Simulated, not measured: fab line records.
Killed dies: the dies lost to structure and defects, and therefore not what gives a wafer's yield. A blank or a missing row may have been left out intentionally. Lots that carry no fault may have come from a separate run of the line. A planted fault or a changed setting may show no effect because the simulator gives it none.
fab line records / flow nandHarc
record lots=6 wafers=18 lastDay=33
route steps=1302 shown P_GATE@205 P_CONTACT@217
lots untouched by any fault: they come from a run of this same line in which no faults occurred
startH: the number of hours between the record's first day and the start of the first shown wafer of the lot / waitH: hours since the lot's step before / " unchanged from the row above / L1.1+2: one row covering several wafers at once / - either no value or no given start / * or withheld: withheld / < > ~ a bound
route shown NAME@n: names a module that has steps shown in the file, with the first one's number in the route / usual: average and standard deviation across the fault-free wafers / same: alike in all rows / chamber/n: place in a boat / sites: each site's reading / _std_site: the values' standard deviation / _edge_site: the outer-site mean with the inner-site mean subtracted / radiusMm: for every site, how far away it sits from the centre of the wafer / mask NAME#n: copy n / behind: the tool/chamber that last shaped the wafer / hold: why the lot was held/for how many hours/how that ended / device: the transistor (n, p or np) that didn't switch / end of line: tests of these same wafers at the route's end / a step with no rows: only its recipe / killed: not the wafer's yield, but the dies lost to structure and defects at the first sort / map: a wafer's dies, marking killed ones x, the rest . and places with no die _
set.NAME: setting as actually run; set.NAME@STEP: the setting as run at that earlier step / model.NAME: the simulator's own value behind a step, which no gauge read
lots at selected steps of the route; one table per step, one row per wafer
services: a tool's chamber out of use, with start hour (startH, from the record's first day; less than 0 if before it), hours out, and reason
## steps
# step NHARC_P_GATE_STRIP_95
# recipe powerW=1500 tempC=250 chemistry=O2
# usual drypumpMotorCurrentA=5.58/0.18 heaterPowerW=329/9.5
lot.wafer=L267.4 tool=plasmaAsher-01 chamber=0 startH=185.26 waitH=0.4 drypumpMotorCurrentA=5.84 heaterPowerW=341 rfHoursCounterH=-
lot.wafer=L267.3 tool=plasmaAsher-01 chamber=1 startH=185.26 waitH=0.4 drypumpMotorCurrentA=5.44 heaterPowerW=314 rfHoursCounterH=-
lot.wafer=L267.5 tool=plasmaAsher-01 chamber=1 startH=185.26 waitH=0.4 drypumpMotorCurrentA=5.45 heaterPowerW=323 rfHoursCounterH=-
lot.wafer=L268.2 tool=plasmaAsher-02 chamber=0 startH=200.43 waitH=0.5 drypumpMotorCurrentA=5.60 heaterPowerW=322 rfHoursCounterH=24
lot.wafer=L268.3 tool=plasmaAsher-02 chamber=1 startH=200.43 waitH=0.5 drypumpMotorCurrentA=5.38 heaterPowerW=318 rfHoursCounterH=-
lot.wafer=L268.5 tool=plasmaAsher-02 chamber=0 startH=200.43 waitH=0.5 drypumpMotorCurrentA=5.59 heaterPowerW=325 rfHoursCounterH=-
lot.wafer=L273.2 tool=plasmaAsher-01 chamber=0 startH=264.36 waitH=0.6 drypumpMotorCurrentA=5.82 heaterPowerW=335 rfHoursCounterH=20
lot.wafer=L273.1 tool=plasmaAsher-01 chamber=1 startH=264.36 waitH=0.6 drypumpMotorCurrentA=5.45 heaterPowerW=334 rfHoursCounterH=20
lot.wafer=L273.6 tool=plasmaAsher-01 chamber=0 startH=264.36 waitH=0.6 drypumpMotorCurrentA=5.82 heaterPowerW=341 rfHoursCounterH=-
lot.wafer=L275.1 tool=plasmaAsher-01 chamber=0 startH=265.58 waitH=0.6 drypumpMotorCurrentA=5.80 heaterPowerW=339 rfHoursCounterH=21
lot.wafer=L275.2 tool=plasmaAsher-01 chamber=1 startH=265.58 waitH=0.6 drypumpMotorCurrentA=5.44 heaterPowerW=327 rfHoursCounterH=21
lot.wafer=L275.3 tool=plasmaAsher-01 chamber=1 startH=265.58 waitH=0.6 drypumpMotorCurrentA=5.43 heaterPowerW=327 rfHoursCounterH=-
lot.wafer=L276.2 tool=plasmaAsher-02 chamber=1 startH=273.53 waitH=0.6 drypumpMotorCurrentA=5.37 heaterPowerW=330 rfHoursCounterH=5
lot.wafer=L276.4 tool=plasmaAsher-02 chamber=1 startH=273.53 waitH=0.6 drypumpMotorCurrentA=5.37 heaterPowerW=341 rfHoursCounterH=-
lot.wafer=L276.5 tool=plasmaAsher-02 chamber=0 startH=273.53 waitH=0.6 drypumpMotorCurrentA=5.55 heaterPowerW=335 rfHoursCounterH=-
lot.wafer=L282.1 tool=plasmaAsher-01 chamber=0 startH=339.54 waitH=0.6 drypumpMotorCurrentA=5.78 heaterPowerW=328 rfHoursCounterH=36
lot.wafer=L282.2 tool=plasmaAsher-01 chamber=1 startH=339.54 waitH=0.6 drypumpMotorCurrentA=5.43 heaterPowerW=316 rfHoursCounterH=36
lot.wafer=L282.3 tool=plasmaAsher-01 chamber=0 startH=339.54 waitH=0.6 drypumpMotorCurrentA=5.78 heaterPowerW=340 rfHoursCounterH=-
# step NHARC_P_GATE_STRIP_96
# recipe timeS=900 tempC=130 chemistry=SPM
# step NHARC_P_GATE_RTA_64
# recipe tempC=1050 timeS=1
# usual annealTempCMax=1056.1/1.1 lampPowerPct=31.1/1.1 lamp_zone_4_pct=31.1/1.1 wafer_temp_C_max=1054.2/1.4
lot.wafer=L267.3 tool=rtpAnneal-02 chamber=0 startH=185.86 waitH=- annealTempCMax=1056.8 lampPowerPct=30.1 lamp_zone_4_pct=30.1 wafer_temp_C_max=1057.1
lot.wafer=L267.4 tool=rtpAnneal-02 chamber=0 startH=185.86 waitH=- annealTempCMax=1056.6 lampPowerPct=30.1 lamp_zone_4_pct=30.1 wafer_temp_C_max=1055.8
lot.wafer=L267.5 tool=rtpAnneal-02 chamber=0 startH=185.86 waitH=- annealTempCMax=1059.4 lampPowerPct=30.0 lamp_zone_4_pct=30.1 wafer_temp_C_max=1057.0
lot.wafer=L268.2 tool=rtpAnneal-01 chamber=0 startH=201.01 waitH=- annealTempCMax=1057.9 lampPowerPct=32.3 lamp_zone_4_pct=32.3 wafer_temp_C_max=1053.5
lot.wafer=L268.3 tool=rtpAnneal-01 chamber=0 startH=201.01 waitH=- annealTempCMax=1054.4 lampPowerPct=32.3 lamp_zone_4_pct=32.4 wafer_temp_C_max=1053.0
lot.wafer=L268.5 tool=rtpAnneal-01 chamber=0 startH=201.01 waitH=- annealTempCMax=1055.9 lampPowerPct=32.3 lamp_zone_4_pct=32.3 wafer_temp_C_max=1053.0
lot.wafer=L273.1 tool=rtpAnneal-02 chamber=0 startH=264.92 waitH=- annealTempCMax=1056.1 lampPowerPct=30.1 lamp_zone_4_pct=30.1 wafer_temp_C_max=1053.8
lot.wafer=L273.2 tool=rtpAnneal-02 chamber=0 startH=264.92 waitH=- annealTempCMax=1057.7 lampPowerPct=30.0 lamp_zone_4_pct=30.0 wafer_temp_C_max=1054.3
lot.wafer=L273.6 tool=rtpAnneal-02 chamber=0 startH=264.92 waitH=- annealTempCMax=1057.5 lampPowerPct=30.0 lamp_zone_4_pct=30.1 wafer_temp_C_max=1054.0
lot.wafer=L275.1 tool=rtpAnneal-01 chamber=0 startH=266.19 waitH=- annealTempCMax=1055.6 lampPowerPct=32.4 lamp_zone_4_pct=32.3 wafer_temp_C_max=1052.8
lot.wafer=L275.2 tool=rtpAnneal-01 chamber=0 startH=266.19 waitH=- annealTempCMax=1055.9 lampPowerPct=32.4 lamp_zone_4_pct=32.3 wafer_temp_C_max=1053.9
lot.wafer=L275.3 tool=rtpAnneal-01 chamber=0 startH=266.19 waitH=- annealTempCMax=1054.6 lampPowerPct=32.4 lamp_zone_4_pct=32.4 wafer_temp_C_max=1052.8
lot.wafer=L276.2 tool=rtpAnneal-02 chamber=0 startH=274.12 waitH=- annealTempCMax=1058.2 lampPowerPct=30.1 lamp_zone_4_pct=30.1 wafer_temp_C_max=1056.2
lot.wafer=L276.4 tool=rtpAnneal-02 chamber=0 startH=274.12 waitH=- annealTempCMax=1055.5 lampPowerPct=30.0 lamp_zone_4_pct=30.2 wafer_temp_C_max=1054.5
lot.wafer=L276.5 tool=rtpAnneal-02 chamber=0 startH=274.12 waitH=- annealTempCMax=1056.0 lampPowerPct=30.1 lamp_zone_4_pct=30.1 wafer_temp_C_max=1057.5
lot.wafer=L282.1 tool=rtpAnneal-02 chamber=0 startH=340.10 waitH=- annealTempCMax=1058.2 lampPowerPct=30.1 lamp_zone_4_pct=30.1 wafer_temp_C_max=1054.1
lot.wafer=L282.2 tool=rtpAnneal-02 chamber=0 startH=340.10 waitH=- annealTempCMax=1056.9 lampPowerPct=30.1 lamp_zone_4_pct=30.2 wafer_temp_C_max=1055.3
lot.wafer=L282.3 tool=rtpAnneal-02 chamber=0 startH=340.10 waitH=- annealTempCMax=1056.3 lampPowerPct=30.2 lamp_zone_4_pct=30.0 wafer_temp_C_max=1055.2
# step NHARC_P_GATE_ETCH_77
# recipe targetDepthA=60 chemistry=dHF material=SiO2
# step NHARC_P_GATE_DEGAS_109
# recipe tempC=300 timeS=60
# usual heaterPowerW=447/26
lot.wafer=L267.3 tool=pvdSputter-02 chamber=- startH=186.10 waitH=0.1 heaterPowerW=471
lot.wafer=L267.4 tool=pvdSputter-02 chamber=- startH=186.10 waitH=0.1 heaterPowerW=465
lot.wafer=L267.5 tool=pvdSputter-02 chamber=- startH=186.10 waitH=0.1 heaterPowerW=464
lot.wafer=L268.2 tool=pvdSputter-02 chamber=- startH=201.30 waitH=0.1 heaterPowerW=462
lot.wafer=L268.3 tool=pvdSputter-02 chamber=- startH=201.30 waitH=0.1 heaterPowerW=497
lot.wafer=L268.5 tool=pvdSputter-02 chamber=- startH=201.30 waitH=0.1 heaterPowerW=459
lot.wafer=L273.2 tool=pvdSputter-01 chamber=- startH=265.26 waitH=0.1 heaterPowerW=388
lot.wafer=L273.1 tool=pvdSputter-01 chamber=- startH=265.26 waitH=0.1 heaterPowerW=471
lot.wafer=L273.6 tool=pvdSputter-01 chamber=- startH=265.26 waitH=0.1 heaterPowerW=388
lot.wafer=L275.1 tool=pvdSputter-03 chamber=- startH=266.50 waitH=0.1 heaterPowerW=415
lot.wafer=L275.3 tool=pvdSputter-03 chamber=- startH=266.50 waitH=0.1 heaterPowerW=431
lot.wafer=L275.2 tool=pvdSputter-03 chamber=- startH=266.50 waitH=0.1 heaterPowerW=433
lot.wafer=L276.4 tool=pvdSputter-03 chamber=- startH=274.40 waitH=0.1 heaterPowerW=425
lot.wafer=L276.2 tool=pvdSputter-03 chamber=- startH=274.40 waitH=0.1 heaterPowerW=416
lot.wafer=L276.5 tool=pvdSputter-03 chamber=- startH=274.40 waitH=0.1 heaterPowerW=428
lot.wafer=L282.3 tool=pvdSputter-01 chamber=- startH=340.40 waitH=0.1 heaterPowerW=385
lot.wafer=L282.2 tool=pvdSputter-01 chamber=- startH=340.40 waitH=0.1 heaterPowerW=463
lot.wafer=L282.1 tool=pvdSputter-01 chamber=- startH=340.40 waitH=0.1 heaterPowerW=420
# step NHARC_P_GATE_PRE_CLEAN_110
# recipe timeS=30 biasV=200 gas=Ar
# step NHARC_P_GATE_SPUTTER_78
# recipe targetThkA=100 material=Ni
# step NHARC_P_GATE_SPUTTER_79
# recipe targetThkA=100 material=TiN
# step NHARC_P_GATE_RTA_80
# recipe tempC=300 timeS=30
# usual annealTempCMax=301.8/0.37 wafer_temp_C_max=301.1/0.41
lot.wafer=L267.3 tool=rtpAnneal-01 chamber=0 startH=186.46 waitH=- annealTempCMax=301.2 wafer_temp_C_max=300.7
lot.wafer=L267.4 tool=rtpAnneal-01 chamber=0 startH=186.46 waitH=- annealTempCMax=301.9 wafer_temp_C_max=300.9
lot.wafer=L267.5 tool=rtpAnneal-01 chamber=0 startH=186.46 waitH=- annealTempCMax=301.3 wafer_temp_C_max=301.3
lot.wafer=L268.2 tool=rtpAnneal-02 chamber=0 startH=201.62 waitH=- annealTempCMax=301.5 wafer_temp_C_max=301.3
lot.wafer=L268.3 tool=rtpAnneal-02 chamber=0 startH=201.62 waitH=- annealTempCMax=302.3 wafer_temp_C_max=301.2
lot.wafer=L268.5 tool=rtpAnneal-02 chamber=0 startH=201.62 waitH=- annealTempCMax=301.8 wafer_temp_C_max=301.9
lot.wafer=L273.1 tool=rtpAnneal-01 chamber=0 startH=265.55 waitH=- annealTempCMax=301.9 wafer_temp_C_max=300.6
lot.wafer=L273.2 tool=rtpAnneal-01 chamber=0 startH=265.55 waitH=- annealTempCMax=301.3 wafer_temp_C_max=300.7
lot.wafer=L273.6 tool=rtpAnneal-01 chamber=0 startH=265.55 waitH=- annealTempCMax=302.2 wafer_temp_C_max=300.9
lot.wafer=L275.1 tool=rtpAnneal-01 chamber=0 startH=266.79 waitH=- annealTempCMax=301.5 wafer_temp_C_max=300.6
lot.wafer=L275.2 tool=rtpAnneal-01 chamber=0 startH=266.79 waitH=- annealTempCMax=300.9 wafer_temp_C_max=300.5
lot.wafer=L275.3 tool=rtpAnneal-01 chamber=0 startH=266.79 waitH=- annealTempCMax=301.2 wafer_temp_C_max=300.7
lot.wafer=L276.2 tool=rtpAnneal-01 chamber=0 startH=274.72 waitH=- annealTempCMax=301.8 wafer_temp_C_max=300.7
lot.wafer=L276.4 tool=rtpAnneal-01 chamber=0 startH=274.72 waitH=- annealTempCMax=301.7 wafer_temp_C_max=301.0
lot.wafer=L276.5 tool=rtpAnneal-01 chamber=0 startH=274.72 waitH=- annealTempCMax=302.3 wafer_temp_C_max=301.2
lot.wafer=L282.1 tool=rtpAnneal-01 chamber=0 startH=340.70 waitH=- annealTempCMax=301.5 wafer_temp_C_max=300.8
lot.wafer=L282.2 tool=rtpAnneal-01 chamber=0 startH=340.70 waitH=- annealTempCMax=301.0 wafer_temp_C_max=300.7
lot.wafer=L282.3 tool=rtpAnneal-01 chamber=0 startH=340.70 waitH=- annealTempCMax=301.5 wafer_temp_C_max=300.8
# step NHARC_P_GATE_STRIP_67
# recipe timeS=600 tempC=130 chemistry=SPM
# step NHARC_P_GATE_RTA_82
# recipe tempC=450 timeS=30
# step NHARC_P_GATE_INSPECT_68
# usual rawDefectCount=184/59
lot.wafer=L267.3 tool=defectInspect-02 chamber=- startH=187.06 waitH=0.1 rawDefectCount=204
lot.wafer=L267.4 tool=defectInspect-02 chamber=- startH=187.06 waitH=0.1 rawDefectCount=154
lot.wafer=L267.5 tool=defectInspect-02 chamber=- startH=187.06 waitH=0.1 rawDefectCount=210
lot.wafer=L268.2 tool=defectInspect-02 chamber=- startH=202.24 waitH=0.1 rawDefectCount=179
lot.wafer=L268.3 tool=defectInspect-02 chamber=- startH=202.24 waitH=0.1 rawDefectCount=241
lot.wafer=L268.5 tool=defectInspect-02 chamber=- startH=202.24 waitH=0.1 rawDefectCount=123
lot.wafer=L273.1 tool=defectInspect-02 chamber=- startH=266.21 waitH=0.2 rawDefectCount=112
lot.wafer=L273.2 tool=defectInspect-02 chamber=- startH=266.21 waitH=0.2 rawDefectCount=159
lot.wafer=L273.6 tool=defectInspect-02 chamber=- startH=266.21 waitH=0.2 rawDefectCount=186
lot.wafer=L275.1 tool=defectInspect-01 chamber=- startH=267.45 waitH=0.2 rawDefectCount=210
lot.wafer=L275.2 tool=defectInspect-01 chamber=- startH=267.45 waitH=0.2 rawDefectCount=128
lot.wafer=L275.3 tool=defectInspect-01 chamber=- startH=267.45 waitH=0.2 rawDefectCount=155
lot.wafer=L276.2 tool=defectInspect-01 chamber=- startH=275.35 waitH=0.1 rawDefectCount=288
lot.wafer=L276.4 tool=defectInspect-01 chamber=- startH=275.35 waitH=0.1 rawDefectCount=274
lot.wafer=L276.5 tool=defectInspect-01 chamber=- startH=275.35 waitH=0.1 rawDefectCount=202
lot.wafer=L282.1 tool=defectInspect-01 chamber=- startH=341.35 waitH=0.2 rawDefectCount=131
lot.wafer=L282.2 tool=defectInspect-01 chamber=- startH=341.35 waitH=0.2 rawDefectCount=179
lot.wafer=L282.3 tool=defectInspect-01 chamber=- startH=341.35 waitH=0.2 rawDefectCount=190
# step NHARC_P_CONTACT_DEP_30
# recipe targetThkA=300 tempC=400 targetThkNm=30 flowSccm=200 rfW=450 material=SiNx
# usual heaterPowerOuterW=438/51 heaterPowerW=728/96
lot.wafer=L267.3 tool=pecvd-04 chamber=2 startH=187.16 waitH=0.1 heaterPowerOuterW=337 heaterPowerW=537
lot.wafer=L267.4 tool=pecvd-04 chamber=1 startH=187.16 waitH=0.1 heaterPowerOuterW=499 heaterPowerW=785
lot.wafer=L267.5 tool=pecvd-04 chamber=0 startH=187.16 waitH=0.1 heaterPowerOuterW=417 heaterPowerW=774
lot.wafer=L268.2 tool=pecvd-02 chamber=1 startH=202.35 waitH=0.1 heaterPowerOuterW=463 heaterPowerW=731
lot.wafer=L268.3 tool=pecvd-02 chamber=2 startH=202.35 waitH=0.1 heaterPowerOuterW=453 heaterPowerW=723
lot.wafer=L268.5 tool=pecvd-02 chamber=0 startH=202.35 waitH=0.1 heaterPowerOuterW=415 heaterPowerW=652
lot.wafer=L273.1 tool=pecvd-04 chamber=1 startH=266.31 waitH=0.1 heaterPowerOuterW=- heaterPowerW=-
lot.wafer=L273.2 tool=pecvd-04 chamber=2 startH=266.31 waitH=0.1 heaterPowerOuterW=- heaterPowerW=-
lot.wafer=L273.6 tool=pecvd-04 chamber=1 startH=266.31 waitH=0.1 heaterPowerOuterW=- heaterPowerW=-
lot.wafer=L275.1 tool=pecvd-01 chamber=2 startH=267.52 waitH=0.1 heaterPowerOuterW=- heaterPowerW=-
lot.wafer=L275.3 tool=pecvd-01 chamber=0 startH=267.52 waitH=0.1 heaterPowerOuterW=- heaterPowerW=-
lot.wafer=L275.2 tool=pecvd-01 chamber=1 startH=267.52 waitH=0.1 heaterPowerOuterW=- heaterPowerW=-
lot.wafer=L276.2 tool=pecvd-02 chamber=0 startH=275.49 waitH=0.1 heaterPowerOuterW=375 heaterPowerW=620
lot.wafer=L276.5 tool=pecvd-02 chamber=1 startH=275.49 waitH=0.1 heaterPowerOuterW=446 heaterPowerW=725
lot.wafer=L276.4 tool=pecvd-02 chamber=0 startH=275.49 waitH=0.1 heaterPowerOuterW=372 heaterPowerW=629
lot.wafer=L282.2 tool=pecvd-02 chamber=2 startH=341.42 waitH=0.1 heaterPowerOuterW=434 heaterPowerW=717
lot.wafer=L282.3 tool=pecvd-02 chamber=0 startH=341.42 waitH=0.1 heaterPowerOuterW=407 heaterPowerW=668
lot.wafer=L282.1 tool=pecvd-02 chamber=1 startH=341.42 waitH=0.1 heaterPowerOuterW=364 heaterPowerW=595
# step NHARC_P_CONTACT_DEP_00
# recipe targetThkA=5000 tempC=400 pressureTorr=6.5 rfW=900 teosFlowSccm=161.4 flowSccm=2650 targetThkNm=500 gas=O2 material=SiO2
# usual chamberPressureTorr=6.496/0.015 heaterPowerOuterW=319/54 heaterPowerW=566/98 throttleValvePct=16.0/0.72
lot.wafer=L267.3 tool=pecvd-04 chamber=2 startH=- waitH=- chamberPressureTorr=6.506 heaterPowerOuterW=181 heaterPowerW=340 throttleValvePct=16.0
lot.wafer=L267.4 tool=pecvd-04 chamber=1 startH=- waitH=- chamberPressureTorr=6.500 heaterPowerOuterW=364 heaterPowerW=621 throttleValvePct=16.0
lot.wafer=L267.5 tool=pecvd-04 chamber=0 startH=- waitH=- chamberPressureTorr=6.502 heaterPowerOuterW=331 heaterPowerW=665 throttleValvePct=14.9
lot.wafer=L268.2 tool=pecvd-02 chamber=1 startH=- waitH=- chamberPressureTorr=6.493 heaterPowerOuterW=333 heaterPowerW=560 throttleValvePct=15.8
lot.wafer=L268.3 tool=pecvd-02 chamber=2 startH=- waitH=- chamberPressureTorr=6.490 heaterPowerOuterW=335 heaterPowerW=594 throttleValvePct=14.9
lot.wafer=L268.5 tool=pecvd-02 chamber=0 startH=- waitH=- chamberPressureTorr=6.495 heaterPowerOuterW=238 heaterPowerW=416 throttleValvePct=17.4
lot.wafer=L273.1 tool=pecvd-04 chamber=1 startH=266.55 waitH=0.2 chamberPressureTorr=6.518 heaterPowerOuterW=293 heaterPowerW=535 throttleValvePct=16.3
lot.wafer=L273.2 tool=pecvd-04 chamber=2 startH=266.55 waitH=0.2 chamberPressureTorr=6.519 heaterPowerOuterW=246 heaterPowerW=433 throttleValvePct=16.2
lot.wafer=L273.6 tool=pecvd-04 chamber=1 startH=266.55 waitH=0.2 chamberPressureTorr=6.497 heaterPowerOuterW=322 heaterPowerW=571 throttleValvePct=16.5
lot.wafer=L275.1 tool=pecvd-01 chamber=2 startH=267.75 waitH=0.2 chamberPressureTorr=6.494 heaterPowerOuterW=379 heaterPowerW=742 throttleValvePct=16.2
lot.wafer=L275.3 tool=pecvd-01 chamber=0 startH=267.75 waitH=0.2 chamberPressureTorr=6.508 heaterPowerOuterW=286 heaterPowerW=516 throttleValvePct=16.3
lot.wafer=L275.2 tool=pecvd-01 chamber=1 startH=267.75 waitH=0.2 chamberPressureTorr=6.499 heaterPowerOuterW=342 heaterPowerW=590 throttleValvePct=16.6
lot.wafer=L276.2 tool=pecvd-02 chamber=0 startH=- waitH=- chamberPressureTorr=6.492 heaterPowerOuterW=355 heaterPowerW=600 throttleValvePct=16.9
lot.wafer=L276.5 tool=pecvd-02 chamber=1 startH=- waitH=- chamberPressureTorr=6.509 heaterPowerOuterW=327 heaterPowerW=585 throttleValvePct=15.3
lot.wafer=L276.4 tool=pecvd-02 chamber=0 startH=- waitH=- chamberPressureTorr=6.495 heaterPowerOuterW=259 heaterPowerW=452 throttleValvePct=17.0
lot.wafer=L282.2 tool=pecvd-02 chamber=2 startH=- waitH=- chamberPressureTorr=6.502 heaterPowerOuterW=359 heaterPowerW=630 throttleValvePct=15.2
lot.wafer=L282.3 tool=pecvd-02 chamber=0 startH=- waitH=- chamberPressureTorr=6.506 heaterPowerOuterW=353 heaterPowerW=581 throttleValvePct=16.9
lot.wafer=L282.1 tool=pecvd-02 chamber=1 startH=- waitH=- chamberPressureTorr=6.492 heaterPowerOuterW=345 heaterPowerW=585 throttleValvePct=15.4
## services
tool=plasmaAsher-01 chamber=- startH=165.03 hours=9.0 kind=pm
tool=plasmaAsher-01 chamber=0 startH=165.03 hours=9.0 kind=ventCycle
tool=plasmaAsher-01 chamber=1 startH=165.03 hours=9.0 kind=ventCycle
tool=pvdSputter-03 chamber=- startH=170.00 hours=10.0 kind=pm
tool=plasmaAsher-01 chamber=0 startH=174.03 hours=- kind=clean
tool=pvdSputter-02 chamber=- startH=174.46 hours=11.6 kind=repair
tool=pecvd-01 chamber=1 startH=184.17 hours=3.5 kind=repair
tool=pecvd-04 chamber=1 startH=226.76 hours=5.5 kind=repair
tool=pecvd-02 chamber=- startH=227.00 hours=13.0 kind=pm
tool=pecvd-02 chamber=0 startH=227.00 hours=13.0 kind=ventCycle
tool=pecvd-02 chamber=1 startH=227.00 hours=13.0 kind=ventCycle
tool=pecvd-02 chamber=2 startH=227.00 hours=13.0 kind=ventCycle
tool=pvdSputter-01 chamber=- startH=229.59 hours=10.0 kind=pm
tool=pecvd-02 chamber=0 startH=240.00 hours=- kind=clean
tool=pecvd-02 chamber=1 startH=240.00 hours=- kind=clean
tool=pecvd-02 chamber=2 startH=240.00 hours=- kind=clean
tool=plasmaAsher-02 chamber=- startH=245.49 hours=1.5 kind=repair
tool=pvdSputter-02 chamber=- startH=247.19 hours=1.3 kind=repair
tool=plasmaAsher-02 chamber=- startH=249.18 hours=9.0 kind=pm
tool=pecvd-01 chamber=- startH=250.42 hours=1.2 kind=repair
tool=pecvd-04 chamber=- startH=269.20 hours=13.0 kind=pm
tool=pvdSputter-02 chamber=- startH=282.33 hours=10.0 kind=pm
tool=pvdSputter-03 chamber=- startH=291.28 hours=6.7 kind=repair
tool=pecvd-01 chamber=- startH=311.37 hours=13.0 kind=pm
## key
firstSign step=NHARC_P_CONTACT_DEP_30 reading=toolRecord direction=missing
effect none on later readings
metAt NHARC_P_CONTACT_DEP_30
struckWafers L273.1,L273.2,L273.6,L275.1,L275.2,L275.3
sortLeftOut L273.1,L273.2,L273.6,L275.1,L275.2,L275.3
testerLeftOut L273,L275
onsetBetween 187.16 266.31
fault kind=skippedStepWhole tool=pecvd-01,pecvd-04 chamber=- onsetH=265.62 steps=NHARC_P_CONTACT_DEP_30 scope=struckLotsOnly
# testerLeftOut: of these lots the tester's yield and bins aren't shown, on N5 and GAA mostly nor the transistor test; their killed dies are dies lost to structure and defects alone, not to doping, threshold or leakage, so they don't give the yield
# sortLeftOut: the simulated sort isn't trusted on such a fault, so these wafers' sort isn't shown, and their yield isn't known
